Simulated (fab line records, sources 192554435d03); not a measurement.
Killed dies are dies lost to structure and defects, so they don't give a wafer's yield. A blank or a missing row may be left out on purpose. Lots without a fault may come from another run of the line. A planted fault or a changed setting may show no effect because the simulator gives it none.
Which tool did it? | flow n5_finfet | 11 lots, 33 wafers sampled, at 3 steps of a route of 1938

WHAT THE GAUGES READ, wafer by wafer
N5_BEOL_M7_OCD_MEAS_38. Usual: trench_depth_nm 92.7 nm, standard deviation 1.6.
lot  | measured     | on     | trench_depth_nm (nm) | flag
L800 | day 9 01:25  | ocd-02 | 92.8 91.3 92.0       |
L801 | day 9 07:20  | ocd-02 | 91.9 92.6 92.1       |
L803 | day 9 09:35  | ocd-01 | 90.7 92.0 91.0       |
L804 | day 9 10:06  | ocd-02 | 90.0 92.7 92.2       |
L805 | day 9 22:19  | ocd-02 | 92.4 94.3 91.4       |
L808 | day 10 21:20 | ocd-02 | 91.6 93.6 94.0       |
L810 | day 11 17:33 | ocd-02 | 91.3 92.8 91.5       |
L818 | day 13 12:12 | ocd-01 | 96.3 93.5 95.8       |
L819 | day 14 06:18 | ocd-02 | 95.2 93.2 94.3       |
L822 | day 14 12:48 | ocd-01 | 93.0 93.0 94.9       |
L820 | day 14 14:56 | ocd-01 | 96.0 95.5 92.2       |

WHICH TOOL RAN EACH LOT (tool, then ch and the chambers of the sampled wafers, then the start)
lot  | N5_BEOL_M7_ETCH_66                 | N5_BEOL_M7_STRIP_80
L800 | rie_diel-04 ch 1,2,3, day 9 01:04  | rie_diel-04 ch 1,2,3, day 9 01:25 or earlier
L801 | rie_diel-02 ch 1,3, day 9 06:59    | rie_diel-02 ch 1,3, day 9 07:20 or earlier
L803 | rie_diel-02 ch 2,3, day 9 09:14    | rie_diel-02 ch 2,3, day 9 09:35 or earlier
L804 | rie_diel-02 ch 1,2, day 9 09:45    | rie_diel-02 ch 1,2, day 9 10:06 or earlier
L805 | rie_diel-05 ch 0,1,3, day 9 21:58  | rie_diel-05 ch 0,1,3, day 9 22:19 or earlier
L808 | rie_diel-04 ch 0,2, day 10 20:59   | rie_diel-04 ch 0,2, day 10 21:20 or earlier
L810 | rie_diel-04 ch 0,3, day 11 17:11   | rie_diel-04 ch 0,3, day 11 17:33 or earlier
L818 | rie_diel-04 ch 1,2,3, day 13 11:51 | rie_diel-04 ch 1,2,3, day 13 12:12 or earlier
L819 | rie_diel-04 ch 1,2, day 14 05:57   | rie_diel-04 ch 1,2, day 14 06:18 or earlier
L822 | rie_diel-04 ch 0,1,3, day 14 12:26 | rie_diel-04 ch 0,1,3, day 14 12:48 or earlier
L820 | rie_diel-04 ch 1,2,3, day 14 14:35 | rie_diel-04 ch 1,2,3, day 14 14:56 or earlier
- N5_BEOL_M7_ETCH_66: etches SOC in N2/H2, target depth 80 nm, overetch 16 nm, time 120 s.
- N5_BEOL_M7_STRIP_80: strips in N2/H2, time 10 s.

WHAT THE TOOLS THEMSELVES READ (means of the sampled wafers that have a number; where no wafer has one, the mark that the record gives instead)
N5_BEOL_M7_ETCH_66. Usual: drypump_motor_current_A 5.9 A, standard deviation 0.5; oes_product_au 0.64 a.u., standard deviation 0.066; rf_vpp_V 524.3 V, standard deviation 2.5; showerhead_plenum_p_Torr 2.56 Torr, standard deviation 0.082; throttle_valve_pct 17.72 %, standard deviation 0.26.
lot  | tool        | drypump_motor_current_A (A) | oes_product_au (a.u.) | rf_vpp_V (V) | showerhead_plenum_p_Torr (Torr) | throttle_valve_pct (%) | flag
L800 | rie_diel-04 | 5.5                         | 0.59                  | 526.4        | 2.64                            | 17.63                  |
L801 | rie_diel-02 | 6.4                         | 0.63                  | 523.5        | 2.53                            | 17.88                  |
L803 | rie_diel-02 | 6.7                         | 0.62                  | 524.6        | 2.56                            | 18.00                  |
L804 | rie_diel-02 | 6.4                         | 0.69                  | 523.4        | 2.52                            | 17.90                  |
L805 | rie_diel-05 | 5.8                         | 0.57                  | 523.0        | 2.50                            | 17.82                  |
L808 | rie_diel-04 | 5.6                         | 0.59                  | 525.4        | 2.60                            | 17.86                  |
L810 | rie_diel-04 | 5.4                         | 0.69                  | 526.7        | 2.65                            | 17.48                  |
L818 | rie_diel-04 | 5.5                         | 0.70                  | 526.7        | 2.62                            | 17.38                  |
L819 | rie_diel-04 | 5.6                         | 0.72                  | 525.3        | 2.59                            | 17.41                  |
L822 | rie_diel-04 | 5.4                         | 0.67                  | 525.3        | 2.62                            | 17.62                  |
L820 | rie_diel-04 | 5.5                         | 0.69                  | 525.2        | 2.62                            | 17.39                  |

N5_BEOL_M7_STRIP_80. Usual: drypump_motor_current_A 5.9 A, standard deviation 0.5; oes_product_au 0.83 a.u., standard deviation 0.091; rf_vpp_V 59.4 V, standard deviation 0.81; showerhead_plenum_p_Torr 2.55 Torr, standard deviation 0.082; throttle_valve_pct 23.6 %, standard deviation 0.33.
lot  | tool        | drypump_motor_current_A (A) | oes_product_au (a.u.) | rf_vpp_V (V) | showerhead_plenum_p_Torr (Torr) | throttle_valve_pct (%) | flag
L800 | rie_diel-04 | 5.5                         | 0.77                  | 60.2         | 2.63                            | 23.5                   |
L801 | rie_diel-02 | 6.3                         | 0.83                  | 58.9         | 2.52                            | 23.7                   |
L803 | rie_diel-02 | 6.6                         | 0.80                  | 59.1         | 2.56                            | 23.8                   |
L804 | rie_diel-02 | 6.4                         | 0.91                  | 59.1         | 2.52                            | 23.9                   |
L805 | rie_diel-05 | 5.8                         | 0.74                  | 58.8         | 2.50                            | 23.7                   |
L808 | rie_diel-04 | 5.6                         | 0.77                  | 59.6         | 2.59                            | 23.8                   |
L810 | rie_diel-04 | 5.4                         | 0.90                  | 59.0         | 2.65                            | 23.3                   |
L818 | rie_diel-04 | 5.5                         | 0.93                  | 59.2         | 2.62                            | 23.2                   |
L819 | rie_diel-04 | 5.6                         | 0.95                  | 59.7         | 2.59                            | 23.3                   |
L822 | rie_diel-04 | 5.4                         | 0.88                  | 59.5         | 2.62                            | 23.6                   |
L820 | rie_diel-04 | 5.5                         | 0.90                  | 59.9         | 2.62                            | 23.2                   |

THE ANSWER, worked out from the rows above alone
Rule: a lot is off if the mean of its wafers that have a number lies more than 3 standard deviations from the usual mean. A lot without any number at a reading at which 4 lots or more have one is off too. The other lots that the step has rows for count as sound. The gauges are gone through in route order, then the tools' own readings, and for those a lot's mean is taken as printed above. The first step at which some lot is off is used, and at that step the reading that is off furthest; a lot without a number counts as furthest.
No lot is off at any reading shown: from this, nothing can be told.

WHAT THE SIMULATOR HAD PUT IN
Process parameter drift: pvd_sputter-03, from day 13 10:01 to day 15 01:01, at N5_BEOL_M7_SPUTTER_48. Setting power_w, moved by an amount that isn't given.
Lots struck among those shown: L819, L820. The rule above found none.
